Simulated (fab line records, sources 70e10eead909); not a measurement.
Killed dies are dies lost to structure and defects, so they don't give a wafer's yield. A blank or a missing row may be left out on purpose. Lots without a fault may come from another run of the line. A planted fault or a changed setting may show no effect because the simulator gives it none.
fab line records | flow nand_harc
record lots=7 wafers=21 last_day=33
route steps=1302 shown P_GATE@185 END@1302
lots that met no fault: from a run of the same line without faults
start_h: hours from the record's first day to the start of the lot's first wafer shown | wait_h: hours since the lot's step before | " the same as in the row above | L1.1+2: a row that stands for several wafers | - no value, or no start given | * or withheld: withheld | < > ~ a bound
route shown NAME@n: a module of which the file shows steps, and the number in the route of the first | usual: mean/standard deviation of fault-free wafers | same: alike in all rows | chamber/n: place in a boat | sites: the reading at each site | _std_site: their standard deviation | _edge_site: outer sites' mean less inner sites' | radius_mm: how far each site lies from the wafer's centre | mask NAME#n: copy n | behind: the tool/chamber that last shaped the wafer | hold: why the lot was held/for how many hours/how that ended | device: the transistor (n, p or np) that didn't switch | end of line: the same wafers' tests at the end of the route | a step without rows: its recipe alone | killed: dies lost to structure and defects at the first sort, not the wafer's yield | map: a wafer's dies, x killed, . not, _ none there
set.NAME: the setting as run; set.NAME@STEP: as run at that earlier step | model.NAME: the simulator's own value behind a step, which no gauge read
lots at some steps of the route; a table a step, a row a wafer
services: from which hour (start_h, from the record's first day; less than 0 if before it) a tool's chamber was out of use, for how many hours, and why
## steps
# step NHARC_P_GATE_CD_MEAS_59
# recipe target_cd_nm=720 landing_energy_ev=500
# usual cd_nm=719.8/1.3
# columns lot.wafer tool chamber start_h wait_h cd_nm
L637.1 cd_sem-01 0 160.81 - 720.6
L637.3 " 0 " " 718.8
L637.4 " 0 " " 720.2
L639.2 cd_sem-03 0 179.68 - 721.1
L639.4 " 0 " " 720.6
L639.5 " 0 " " 721.3
L642.1 cd_sem-03 0 216.06 - 718.3
L642.4 " 0 " " 719.4
L642.6 " 0 " " 720.0
L645.1 cd_sem-02 0 240.37 - 720.1
L645.2 " 0 " " 722.6
L645.3 " 0 " " 719.9
L647.1 cd_sem-03 0 255.86 - 718.7
L647.2 " 0 " " 718.6
L647.4 " 0 " " 720.0
L650.3 cd_sem-03 0 299.51 - 719.7
L650.5 " 0 " " 716.8
L650.6 " 0 " " 719.3
L654.2 cd_sem-01 0 328.85 - 719.0
L654.4 " 0 " " 716.7
L654.5 " 0 " " 716.6
# step NHARC_P_GATE_HARDBAKE_60
# recipe temp_c=125 time_s=80
# step NHARC_P_GATE_DESCUM_61
# recipe time_s=3 o2_flow_sccm=200 ar_flow_sccm=0 bias_power_w=0 chemistry=O2
# usual chamber_pressure_mTorr=60.00/0.055 drypump_motor_current_A=5.6/0.32 oes_product_au=0.997/0.0086 rf_vpp_V=57.8/0.83 showerhead_plenum_p_Torr=1.90/0.076 throttle_valve_pct=11.311/0.0093
# same bias_power_w=0
# columns lot.wafer tool chamber start_h wait_h chamber_pressure_mTorr drypump_motor_current_A oes_product_au rf_hours_counter_h rf_vpp_V showerhead_plenum_p_Torr throttle_valve_pct
L637.1 rie_diel-04 1 160.98 - 60.03 5.8 0.991 8.5 58.3 1.99 11.310
L637.3 " 2 " " 60.02 5.4 1.006 8.3 57.8 1.93 11.319
L637.4 " 0 " " 60.07 5.8 1.002 - 57.3 1.90 11.311
L639.4 rie_diel-07 2 179.85 - 60.02 5.1 0.991 3.6 59.5 2.00 11.319
L639.2 " 0 " " 59.95 5.6 0.999 4.2 58.0 1.97 11.314
L639.5 " 1 " " 60.02 5.4 1.003 - 58.0 1.82 11.297
L642.4 rie_diel-04 0 216.22 - 60.06 5.8 0.990 2.6 57.8 1.90 11.309
L642.1 " 3 " " 60.06 5.5 0.989 1.8 58.7 1.97 11.318
L642.6 " 0 " " 59.97 5.7 0.989 - 57.9 1.90 11.302
L645.3 rie_diel-09 2 240.52 - 60.04 5.9 1.002 3.5 56.8 1.80 11.306
L645.1 " 3 " " 59.99 6.3 1.001 4.5 57.6 1.82 11.326
L645.2 " 0 " " 59.93 5.6 0.991 4.6 57.4 1.79 11.317
L647.4 rie_diel-04 3 256.04 - 59.97 5.5 1.010 3.1 57.6 1.97 11.310
L647.2 " 0 " " 60.09 5.8 1.005 4.3 58.8 1.90 11.308
L647.1 " 1 " " 60.00 5.8 0.996 4.0 58.4 1.99 11.327
L650.3 rie_diel-04 1 299.70 - 60.03 5.8 1.006 7.2 58.9 1.99 11.314
L650.5 " 2 " " 60.01 5.5 1.017 - 57.1 1.92 11.321
L650.6 " 3 " " 59.92 5.5 1.012 - 57.9 1.97 11.313
L654.2 rie_diel-04 1 329.02 - 59.98 5.8 0.995 8.5 58.8 1.98 11.305
L654.4 " 2 " " 59.98 5.4 0.996 7.3 58.1 1.92 11.299
L654.5 " 0 " " 60.08 5.8 1.002 - 57.4 1.90 11.309
# step NHARC_P_GATE_IMPLANT_62
# recipe energy_kev=20 dose_cm2=3e+15 tilt_deg=7
# step NHARC_P_GATE_STRIP_112
# recipe power_w=1500 temp_c=110 time_s=200 chemistry=N2/H2
# usual drypump_motor_current_A=5.9/0.31 heater_power_w=90/7
# columns lot.wafer tool chamber start_h wait_h drypump_motor_current_A heater_power_w rf_hours_counter_h
L637.1 plasma_asher-01 1 161.40 0.2 6.1 97 32
L637.4 " 0 " " 6.0 98 -
L637.3 " 1 " " 6.1 93 -
L639.2 plasma_asher-02 1 180.20 0.2 5.4 83 24
L639.4 " 0 " " 6.2 86 -
L639.5 " 1 " " 5.4 82 -
L642.1 plasma_asher-01 1 216.59 0.2 6.1 95 8
L642.4 " 0 " " 6.0 100 -
L642.6 " 1 " " 6.1 94 -
L645.1 plasma_asher-01 1 240.89 0.2 6.1 95 12
L645.2 " 0 " " 6.0 100 12
L645.3 " 1 " " 6.1 96 -
L647.2 plasma_asher-01 0 256.40 0.2 6.0 99 16
L647.1 " 1 " " 6.1 94 16
L647.4 " 0 " " 6.0 97 -
L650.3 plasma_asher-02 0 300.16 0.3 6.2 87 -
L650.6 " 1 " " 5.5 79 -
L650.5 " 0 " " 6.2 87 -
L654.2 plasma_asher-02 1 329.42 0.2 5.4 82 15
L654.4 " 1 " " 5.4 83 -
L654.5 " 1 " " 5.4 80 -
# step NHARC_P_GATE_STRIP_76
# recipe power_w=1500 temp_c=250 chemistry=O2
# usual drypump_motor_current_A=5.9/0.31 heater_power_w=338/27
# columns lot.wafer tool chamber start_h wait_h drypump_motor_current_A heater_power_w rf_hours_counter_h
L637.1 plasma_asher-01 1 161.63 0.2 6.1 349 32
L637.4 " 0 " " 6.0 372 -
L637.3 " 1 " " 6.1 358 -
L639.2 plasma_asher-02 1 180.47 0.2 5.4 308 25
L639.4 " 0 " " 6.2 320 -
L639.5 " 1 " " 5.4 321 -
L642.1 plasma_asher-01 1 216.85 0.2 6.1 356 8
L642.4 " 0 " " 6.0 377 -
L642.6 " 1 " " 6.1 358 -
L645.1 plasma_asher-01 1 241.15 0.2 6.1 350 13
L645.2 " 0 " " 6.0 380 13
L645.3 " 1 " " 6.1 366 -
L647.2 plasma_asher-01 0 256.65 0.2 6.0 371 16
L647.1 " 1 " " 6.1 354 16
L647.4 " 0 " " 6.0 376 -
L650.3 plasma_asher-02 0 300.33 0.1 6.2 329 -
L650.6 " 1 " " 5.4 305 -
L650.5 " 0 " " 6.2 314 -
L654.2 plasma_asher-02 1 329.64 0.2 5.4 306 16
L654.4 " 1 " " 5.4 301 -
L654.5 " 1 " " 5.4 304 -
# step NHARC_P_GATE_STRIP_63
# recipe time_s=900 temp_c=130 chemistry=SPM
# step NHARC_P_GATE_DEHYDRATE_83
# recipe temp_c=150 time_s=120
# step NHARC_P_GATE_HMDS_84
# recipe time_s=30
# step NHARC_P_GATE_COAT_85
# recipe spin_rpm=3000
# step NHARC_P_GATE_SOFTBAKE_86
# recipe temp_c=122 time_s=95
# step NHARC_P_GATE_EBR_87
# step NHARC_P_GATE_EXPOSE_88
# recipe na=0.6 target_cd_nm=2000 dose_mj=11.87 mask_id=P_HVN
# columns lot.wafer tool chamber start_h wait_h mask model.P_GATE.overlay_x_nm
L637.1+3+4 krf_scanner-04 0 162.38 - P_HVN#0 9.578
L639.2+4+5 krf_scanner-03 0 181.24 - P_HVN#0 0.00582
L642.1+4+6 krf_scanner-04 0 217.61 - P_HVN#0 -131.3
L645.1+2+3 krf_scanner-04 0 241.91 - P_HVN#0 -141.4
L647.1+2+4 krf_scanner-04 0 257.29 - P_HVN#0 -135.7
L650.3+5+6 krf_scanner-01 0 300.94 - P_HVN#0 -3.627
L654.2+4+5 krf_scanner-03 0 330.40 - P_HVN#0 5.94
# step NHARC_P_GATE_PEB_89
# recipe peb_temp_c=118 peb_time_s=85
# step NHARC_END_SORT_01
# recipe temp_c=25
# usual killed_at_array=46/15 killed_at_other=0.8/1.1 killed_at_periphery=4.0/2.9 killed_dies=50/15 killed_open=3.2/1.8 killed_short=2.3/1.6
# same gross_dies=677
# columns lot.wafer tool chamber start_h wait_h killed_at_array killed_at_other killed_at_periphery killed_dies killed_open killed_short
L647.1 prober-02 0 706.29 2.6 50 1 2 53 3 1
L647.2 prober-02 0 707.09 2.8 54 1 0 55 3 3
L647.4 prober-02 0 708.68 3.4 46 0 1 47 3 1
# killed by level:class
L647.1 A_SLIT:chamber_film_flake=19 A_CHANNEL_HOLE_D2:chamber_film_flake=11 A_CONTACT:chamber_film_flake=8 A_CHANNEL_HOLE_D1:chamber_film_flake=7 A_STAIRCASE:chamber_film_flake=2 P_M0:geometric_particle:open=1 P_M1:geometric_particle:open=1 A_CHANNEL_FILL_D1:geometric_particle:short=1
L647.2 A_SLIT:chamber_film_flake=21 A_CHANNEL_HOLE_D2:chamber_film_flake=9 A_CONTACT:chamber_film_flake=9 A_CHANNEL_HOLE_D1:chamber_film_flake=7 A_CHANNEL_HOLE_D1:geometric_particle:short=2 A_DECK1_JOINT:geometric_particle:open=1 A_CHANNEL_FILL_D2:geometric_particle:short=1 A_CHANNEL_FILL_D2:geometric_particle:open=1
L647.4 A_SLIT:chamber_film_flake=23 A_CONTACT:chamber_film_flake=7 A_CHANNEL_HOLE_D2:chamber_film_flake=6 A_CHANNEL_HOLE_D1:chamber_film_flake=4 A_STAIRCASE:chamber_film_flake=2 P_STI:geometric_particle:short=1 A_ONON_D1:geometric_particle:open=1 A_CHANNEL_FILL_D2:geometric_particle:open=1
## services
# columns tool chamber start_h hours kind
rie_diel-07 - 137.05 0.2 repair
krf_scanner-01 - 140.00 4.0 pm
rie_diel-09 - 143.10 9.0 pm
krf_scanner-04 - 155.82 2.3 repair
krf_scanner-03 - 157.37 1.9 repair
plasma_asher-01 - 165.00 9.0 pm
rie_diel-04 - 177.98 9.0 pm
krf_scanner-04 - 182.00 4.0 pm
krf_scanner-03 - 201.34 0.7 repair
krf_scanner-01 - 209.27 0.7 repair
krf_scanner-01 - 213.28 0.4 repair
rie_diel-07 1 216.31 2.7 repair
rie_diel-04 2 218.43 1.9 repair
krf_scanner-01 - 221.87 0.4 repair
krf_scanner-03 - 224.00 4.0 pm
krf_scanner-01 - 237.11 10.7 repair
krf_scanner-03 - 237.58 0.7 repair
plasma_asher-02 - 242.15 0.3 repair
krf_scanner-04 - 244.51 1.6 repair
plasma_asher-02 - 249.22 9.0 pm
plasma_asher-02 - 272.82 0.7 repair
rie_diel-04 0 284.99 1.9 repair
rie_diel-04 - 294.96 0.3 repair
krf_scanner-03 - 321.91 0.3 repair
## key
first_sign none at tools or gauges
model_effect step=NHARC_P_GATE_EXPOSE_88 value=P_GATE.overlay_x_nm without=-1.685 struck=-136.2
met_at NHARC_P_GATE_EXPOSE_88
struck_wafers L642.1,L642.4,L642.6,L645.1,L645.2,L645.3,L647.1,L647.2,L647.4
tester_left_out L642,L645,L647
onset_between 162.38 217.61
also_fits NHARC_P_GATE_STRIP_112:plasma_asher-01,NHARC_P_GATE_STRIP_76:plasma_asher-01
fault kind=scanner_matching_overlay tool=krf_scanner-04 chamber=- onset_h=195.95 steps=NHARC_P_GATE_EXPOSE_88 offset=-134.47
# tester_left_out: of these lots the tester's yield and bins aren't shown, on N5 and GAA mostly nor the transistor test; their killed dies are dies lost to structure and defects alone, not to doping, threshold or leakage, so they don't give the yield
